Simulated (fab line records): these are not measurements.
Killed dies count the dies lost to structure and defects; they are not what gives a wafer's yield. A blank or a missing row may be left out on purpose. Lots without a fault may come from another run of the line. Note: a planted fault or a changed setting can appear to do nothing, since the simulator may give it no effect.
Code-filled problem report in 8D (eight disciplines) form || flow n5_finfet || the parts of the form that need people (team, actions taken, sign-off) are left out

## 1. THE PROBLEM
Wafers without a fault read 39, standard deviation 9.6; killed_at_front_end at N5_PASSIVATION_PROBE_49 reads a mean of 162 on 6 wafers belonging to 2 lots. Measured from the usual mean, that is +13 standard deviations.
Seen first at day 15 03:17 on prober-02, wafer L315.1. Wafers with a number at this step in the record: 9, from 3 lots. By rule, "out" or "out of limits" means more than 4 standard deviations away from the usual mean. All remaining wafers that have a number are taken as sound.

## 2. WHAT IT IS; WHAT IT IS NOT
{"question": "which readings at this step", "is": "killed_at_front_end, defect_limited_yield, killed_dies, sort_bin_5_function, sort_n_pass", "is not": "killed_at_M0_to_M3, killed_at_M4_up, killed_at_other, killed_open, killed_short, sort_bin_8_speed"}
{"question": "which lots", "is": "L315, L317", "is not": "L314"}
{"question": "which wafers of those lots", "is": "all that have a number", "is not": "-"}
{"question": "read on which tools", "is": "prober-01, prober-02", "is not": "-"}
{"question": "when", "is": "from day 15 03:17", "is not": "up to then (3 sound wafers)"}

## 3. THE SUSPECTS, EACH WITH WHAT RULES IT OUT
Counting: a tool stays on the suspect list if, at a process step up to the reading, it processed all lots that are out and no sound lot following the first of them.
- ald_sin-04 at N5_GATE_CUT_ALD_22 (deposits SiNx, target thk 16 nm, pulse time 1 s, ald cycles 320): kept. It processed each lot that is out, first L315 at day 6 22:47, and no sound lot thereafter; up to then, the last sound lot it processed was L314 at day 6 13:30.
- rie_diel-02 at N5_MIM_BOT_ETCH_ETCH_04 (etches SiNx in CF4/O2, target depth 26 nm, time 13 s): kept. It ran every lot that is out, first L315 (day 14 17:58), and no sound lot after that.
What counting leaves: ald_sin-04 at N5_GATE_CUT_ALD_22 and rie_diel-02 at N5_MIM_BOT_ETCH_ETCH_04.

## 4. THE CAUSE (what the simulator had put in)
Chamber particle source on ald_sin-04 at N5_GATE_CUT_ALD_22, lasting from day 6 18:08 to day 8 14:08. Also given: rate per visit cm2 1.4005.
Counting left 2 suspects, and this tool is among them.

## 5. THE EFFECT CHAIN, in route order
Each row: a reading where the mean over the struck wafers with a number is more than 3 standard deviations away from the usual. Scope: only readings with a usual standard deviation given in the record; hours: median across lots of the time from each lot's start at the first step in this table that gives one to its start at this step; sigmas: change in usual standard deviations.
{"hours": 0, "step": "N5_PASSIVATION_PROBE_49", "reading": "defect_limited_yield", "usual": "91.7 %", "on struck wafers": 81.8, "change": -9.9, "sigmas": -7.1}
{"hours": 0, "step": "N5_PASSIVATION_PROBE_49", "reading": "killed_at_front_end", "usual": 39, "on struck wafers": 162, "change": "+123", "sigmas": "+13"}
{"hours": 0, "step": "N5_PASSIVATION_PROBE_49", "reading": "killed_dies", "usual": 98, "on struck wafers": 215, "change": "+117", "sigmas": "+7.3"}
{"hours": 0, "step": "N5_PASSIVATION_PROBE_49", "reading": "sort_bin_5_function", "usual": "4.9 %", "on struck wafers": 11.2, "change": "+6.3", "sigmas": "+6.6"}
{"hours": 0, "step": "N5_PASSIVATION_PROBE_49", "reading": "sort_n_pass", "usual": 1080, "on struck wafers": 965, "change": -115, "sigmas": -5.0}
It contains these process steps:
- N5_PASSIVATION_PROBE_49

## 6. WHAT WOULD HAVE CAUGHT IT SOONER
201 hours passed between the start of the fault at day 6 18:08 and the first reading out of limits in this record, taken at day 15 03:17.
No tool reading at N5_GATE_CUT_ALD_22 that has a usual standard deviation in the record was out on any struck wafer, so an alarm limit of 4 standard deviations on those readings would not have fired.
The start of N5_GATE_CUT_ALD_22 on ald_sin-04 came by day 15 03:17 for every one of the lots that are out (2). None of them would have been spared by holding the tool at that moment.
